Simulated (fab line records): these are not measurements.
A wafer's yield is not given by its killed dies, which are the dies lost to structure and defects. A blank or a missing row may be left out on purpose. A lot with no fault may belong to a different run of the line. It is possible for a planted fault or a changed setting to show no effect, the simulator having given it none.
Lot-split experiment -- flow n5 finfet -- 7 lots, 39 wafers read, on a route of 1938 steps

SPLIT DETAILS
At N5_DUMMY_GATE_ETCH_31 (etches SiO2 in C4F6/O2, target depth 82.5 nm, time 27.5 s), the setting target depth a was moved away from the recipe's 825 angstrom on 18 of the 39 wafers read, by -8.6% to +11.0%. All remaining wafers had this setting at the recipe value.

The reading comes from the split's own step.

THE READING
SOC_of_DUMMY_GATE_COAT_34.thk nm (the simulator's own value, which no gauge read), in nm, at N5_DUMMY_GATE_ETCH_31 (etches SiO2 in C4F6/O2, target depth 82.5 nm, time 27.5 s). The file does not state a usual value for it. Here, 21 wafers ran the recipe; their average is 51.9 nm with a standard deviation of 0.32 nm.

wafer,"tool, chamber at the split","target depth a as run, angstrom",against the recipe,"SOC_of_DUMMY_GATE_COAT_34.thk nm, nm",against lot-mates on the recipe
L078.1,"rie diel-01, 2",883.1,+7.0%,51.6,-0.5
L078.2,"rie diel-01, 1",825,recipe,52,-
L078.3,"rie diel-01, 3",825,recipe,52,-
L078.4,"rie diel-01, 0",883.1,+7.0%,51.2,-0.9
L078.5,"rie diel-01, 1",825,recipe,52.2,-
L078.6,"rie diel-01, 0",883.1,+7.0%,51,-1.1
L081.1,"rie diel-04, 0",916.1,+11.0%,50.6,-0.8
L081.2,"rie diel-04, 1",916.1,+11.0%,50.6,-0.8
L081.3,"rie diel-04, 3",825,recipe,51.4,-
L081.4,"rie diel-04, 2",825,recipe,51.4,-
L081.5,"rie diel-04, 1",916.1,+11.0%,50.2,-1.2
L081.6,"rie diel-04, 2",825,recipe,51.4,-
L085.1,"rie diel-04, 2",910.8,+10.4%,50.6,-0.9
L085.2,"rie diel-04, 3",910.8,+10.4%,50.4,-1.1
L085.3,"rie diel-04, 0",910.8,+10.4%,50.8,-0.7
L085.4,"rie diel-04, 1",825,recipe,51.4,-
L085.5,"rie diel-04, 0",825,recipe,51.6,-
L085.6,"rie diel-04, 3",825,recipe,51.4,-
L090.1,"rie diel-01, 1",753.9,-8.6%,53,+0.7
L090.2,"rie diel-01, 2",825,recipe,52.6,-
L090.3,"rie diel-01, 3",825,recipe,52.2,-
L090.4,"rie diel-01, 0",825,recipe,52,-
L090.5,"rie diel-01, 2",753.9,-8.6%,53.2,+0.9
L090.6,"rie diel-01, 1",753.9,-8.6%,52.8,+0.5
L091.2,"rie diel-03, 3",825,recipe,51.8,-
L091.4,"rie diel-03, 2",825,recipe,51.8,-
L091.6,"rie diel-03, 3",825,recipe,52,-
L094.1,"rie diel-04, 1",825,recipe,52,-
L094.2,"rie diel-04, 2",825,recipe,51.8,-
L094.3,"rie diel-04, 3",774.8,-6.1%,52.6,+0.7
L094.4,"rie diel-04, 3",774.8,-6.1%,52.4,+0.5
L094.5,"rie diel-04, 1",774.8,-6.1%,52.4,+0.5
L094.6,"rie diel-04, 2",825,recipe,52,-
L097.1,"rie diel-01, 3",782.9,-5.1%,52.4,+0.4
L097.2,"rie diel-01, 1",825,recipe,51.8,-
L097.3,"rie diel-01, 0",782.9,-5.1%,51.8,-0.2
L097.4,"rie diel-01, 2",825,recipe,52.2,-
L097.5,"rie diel-01, 3",782.9,-5.1%,52.2,+0.2
L097.6,"rie diel-01, 2",825,recipe,52,-

THE FIT
A straight line over all 39 wafers: SOC_of_DUMMY_GATE_COAT_34.thk nm changes by -0.114 nm for each +1% of target depth a; r = -0.91; the points scatter about the line by 0.3 nm.
The same after taking each lot's own level away (the mean of its wafers on the recipe; 39 wafers): -0.0836 nm for each +1%; r = -0.93; scatter 0.19 nm.
The reading moves by 0.92 nm for the largest change in target depth a, on that fit.
The lots' own levels span 51.40 to 52.27 nm, that is 2.7 times the standard deviation above.
In other words, the slope is changed by the lot-to-lot level; the two fits disagree.
Check: with one of the wafers moved furthest among these (+11.0%) left out of the fit, the line predicts -0.98 nm for it against its lot-mates. It came out at -0.8 nm against them.

THE WHOLE CHAIN: every reading that the file lists as answering this split, in the file's order
step,what it does,reading,change (the file's fit),r (the file's)
N5_DUMMY_GATE_ETCH_31,"etches SiO2 in C4F6/O2, target depth 82.5 nm, time 27.5 s","etch.depth nm (the simulator's own value, which no gauge read)",+0.81 nm for each +1% of the setting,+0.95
N5_DUMMY_GATE_ETCH_31,"etches SiO2 in C4F6/O2, target depth 82.5 nm, time 27.5 s","SOC_of_DUMMY_GATE_COAT_34.thk nm (the simulator's own value, which no gauge read)",-0.0844 nm for each +1% of the setting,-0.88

FILE'S OWN FIT
SOC_of_DUMMY_GATE_COAT_34.thk nm changes by -0.0844 nm for each +1% of target depth a, r = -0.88.
